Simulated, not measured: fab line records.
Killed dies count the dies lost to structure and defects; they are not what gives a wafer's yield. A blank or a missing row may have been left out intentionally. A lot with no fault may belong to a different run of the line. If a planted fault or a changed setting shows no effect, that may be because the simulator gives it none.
Code-filled problem report in 8D (eight disciplines) form :: flow n5 finfet :: the parts of the form that need people (team, actions taken, sign-off) are left out

## 1. THE ISSUE
Wafers free of any fault read 79.0 nm (standard deviation 1.3) for M2_ILD_THK at N5_BEOL_M2_THK_MEAS_01, against a mean of 119.8 nm on 5 wafers of 3 lots. That is +31 standard deviations from the usual mean.
The first sign was on wafer L203.1 at day 11 03:59, on film metro-01. The record holds 31 wafers of 11 lots with a number at this step. Rule for "out" (also "out of limits"): further than 4 standard deviations from the usual mean. All remaining wafers that have a number are taken as sound.

## 2. WHAT IT IS; WHAT IT IS NOT
question: which readings at this step
is: M2_ILD_THK
is not: -

question: which lots
is: L203, L205, L206
is not: L184, L187, L189, L191, L195, L196, L204, L207

question: which wafers of those lots
is: L203.1, L203.3, L205.1, L205.3, L206.1
is not: L203.6, L205.6, L206.5, L206.6

question: read on which gauges
is: film metro-01, film metro-02
is not: -

question: when
is: from day 11 03:59
is not: up to then (17 sound wafers); but 9 sound wafers of L204, L205, L206, L207 came after

## 3. WHAT RULES OUT EACH SUSPECT
Counting: if a tool at a process step up to the reading ran every lot that is out, it stays a suspect. Sound lots after the first of them don't rule it out here, since some wafers of a struck lot are sound.
- the gauge at N5_BEOL_M2_THK_MEAS_01 is ruled out. Those wafers that are out were read across 2 gauges (film metro-01, film metro-02).
- pecvd-01 at N5_BEOL_M2_ILD_DEP_00 (deposits SiOC from DEMS/O2, target thk 79 nm, time 15.3 s): kept. It processed each lot that is out (first: L203, day 11 03:55); up to then, its last sound lot is L196 (day 9 19:08).
Left after counting: pecvd-01 at N5_BEOL_M2_ILD_DEP_00.

## 4. THE CAUSE (what the simulator had put in)
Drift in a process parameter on pecvd-01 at N5_BEOL_M2_ILD_DEP_00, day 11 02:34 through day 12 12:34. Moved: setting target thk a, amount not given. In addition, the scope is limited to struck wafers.
Counting left only this tool.

## 5. THE CHAIN OF EFFECTS, in route order
Each row: a reading whose mean over the struck wafers that have a number lies more than 3 standard deviations from the usual. Only readings whose record carries a usual standard deviation are examined. hours: median over the lots of the time between each lot's start at the first step of this table that gives one and its start at this step. sigmas: the change, counted in usual standard deviations.
hours: 0
step: N5_BEOL_M2_THK_MEAS_01
reading: M2_ILD_THK
usual: 79.0 nm
on struck wafers: 119.8
change: +40.8
sigmas: +31

hours: 236
step: N5_PASSIVATION_PROBE_49
reading: defect limited yield
usual: 91.1 %
on struck wafers: 0.0
change: -91.1
sigmas: -65

hours: 236
step: N5_PASSIVATION_PROBE_49
reading: killed_at_M0_to_M3
usual: 34
on struck wafers: 1108
change: +1074
sigmas: +99 or more

hours: 236
step: N5_PASSIVATION_PROBE_49
reading: killed dies
usual: 105
on struck wafers: 1180
change: +1075
sigmas: +63

hours: 236
step: N5_PASSIVATION_PROBE_49
reading: killed on rim
usual: 14
on struck wafers: 152
change: +138
sigmas: +32

hours: 236
step: N5_PASSIVATION_PROBE_49
reading: sort_bin_5_function
usual: 5.2 %
on struck wafers: 96.2
change: +91.0
sigmas: +94

hours: 236
step: N5_PASSIVATION_PROBE_49
reading: sort n pass
usual: 1075
on struck wafers: 0
change: -1075
sigmas: -63

hours: 236
step: N5_PASSIVATION_PROBE_49
reading: sort yield pct
usual: 91.1 %
on struck wafers: 0.0
change: -91.1
sigmas: -65
Its process steps:
- N5_PASSIVATION_PROBE_49

## 6. WHAT WOULD HAVE CAUGHT IT SOONER
In this record the first reading out of limits at a measuring or inspecting step was taken at day 11 03:59, 1 hour after the fault began at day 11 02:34.
An alarm limit of 4 standard deviations would not have fired on the tool readings at N5_BEOL_M2_ILD_DEP_00 for which the record gives a usual standard deviation, since none of them was out on any struck wafer.
Lots out: 3; of these, L205, L206 started N5_BEOL_M2_ILD_DEP_00 on pecvd-01 after day 11 03:59. A hold on the tool at that time would have spared those 2.
